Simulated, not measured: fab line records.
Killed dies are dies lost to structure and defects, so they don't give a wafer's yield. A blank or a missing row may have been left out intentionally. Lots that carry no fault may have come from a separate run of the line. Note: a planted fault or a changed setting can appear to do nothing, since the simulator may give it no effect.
A lot that was struck, set against a sound lot    flow n5-finfet    15 out of 1938 route steps
Sound: the wafers L273.4, L273.5, L273.6. Struck: wafers L288.1, L288.6. The cause is given at the end.
Per side, at each step with rows, come the tool, then ch with its chambers, and then its first start. Under that, the readings that differ: sound wafers    struck wafers    difference of the means    sigmas: that difference in standard deviations of wafers without a fault.
alike: readings whose means differ by less than 2 such deviations, and words and numbers that are the same on both sides. not compared: withheld readings, readings that some wafer has no value for, bounds like >300 that may hide the same value, and numbers for which the record gives no deviation and whose values overlap.
The two part at a step that has a row with sigmas, a row that says differs or no value, or rows on one side only. When numbers do not overlap yet have no deviation, they are printed without sigmas and do not part them. Lack of a reading on every wafer of one side parts them only where that side has two or more wafers.

first, 1 step without rows for these wafers: N5_BEOL_M5_STRIP_91 (strips in N2/H2, time 10 s).
N5_BEOL_M5_OCD_MEAS_38:
  struck on ocd-02, day 12 08:29; sound on ocd-02, day 8 18:15
  alike: trench-depth-nm
then, 4 steps without rows for these wafers: N5_BEOL_M5_HM_STRIP_39 (strips TiN in peroxide tin strip, target depth 25 nm, time 158 s); N5_BEOL_M5_SRD_40 (time 30 s); N5_BEOL_M5_PRECLEAN_42 (cleans in residue remover, time 60 s); N5_BEOL_M5_SRD_43 (time 30 s).
N5_BEOL_M5_CD_MEAS_35: target cd 28 nm, target cd y 24 nm.
  struck on cd-sem-02, day 12 08:39; sound on cd-sem-02, day 8 18:25
  alike: cd-nm
N5_BEOL_M5_CURE_80: cures SiCOH lowk, time 120 s.
  sound on uv-cure-03 ch 1, day 8 18:37; struck on uv-cure-03 ch 1, day 12 08:50
  alike: lamp-power-pct, wafer_temp_C_max
N5_BEOL_M5_DEGAS_44: time 60 s.
  struck on pvd-sputter-02, day 12 09:48; sound on pvd-sputter-02, day 8 19:49
  alike: heater-power-w
N5_BEOL_M5_PRE_CLEAN_45: time 30 s.
  struck on pvd-sputter-02, day 12 09:50; sound on pvd-sputter-02, day 8 19:52
  alike: heater-power-w
then, 1 step without rows for these wafers: N5_BEOL_M5_ALD_86 (deposits TaN, pulse time 2 s, purge time 3 s, co reactant purge time 2 s).
N5_BEOL_M5_SURFACE_TREAT_87:
  struck on pvd-sputter-03, day 12 10:10; sound on pvd-sputter-02, day 8 20:10
  not compared: throttle-valve-pct
N5_BEOL_M5_CVD_47: deposits Co from CCTBA/H2, target thk 3 nm, time 216 s.
  sound on cvd-co-01 ch 0,1,2, day 8 20:18; struck on cvd-co-01 ch 1,2, day 12 10:14
reading           sound              struck       difference  sigmas
run-length-s (s)  239.1 237.9 238.1  338.9 337.3  +99.7       +99 or more
N5_BEOL_M5_SPUTTER_48: material Cu, target thk 15 nm, time 27.62 s.
  struck on pvd-sputter-03, day 12 10:24; sound on pvd-sputter-03, day 8 20:30
  alike: chuck-gas-flow-sccm, throttle-valve-pct
N5_PASSIVATION_PROBE_49:
  the record has rows for the sound wafers here (prober-01, day 13 03:59) and none for the struck ones

WHERE THEY PART
At N5_BEOL_M5_CVD_47 first; at N5_PASSIVATION_PROBE_49 last (within this record only).

WHY: what had been put in by the simulator
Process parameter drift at N5_BEOL_M5_CVD_47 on cvd-co-01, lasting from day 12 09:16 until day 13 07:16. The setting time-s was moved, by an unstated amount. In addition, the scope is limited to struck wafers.
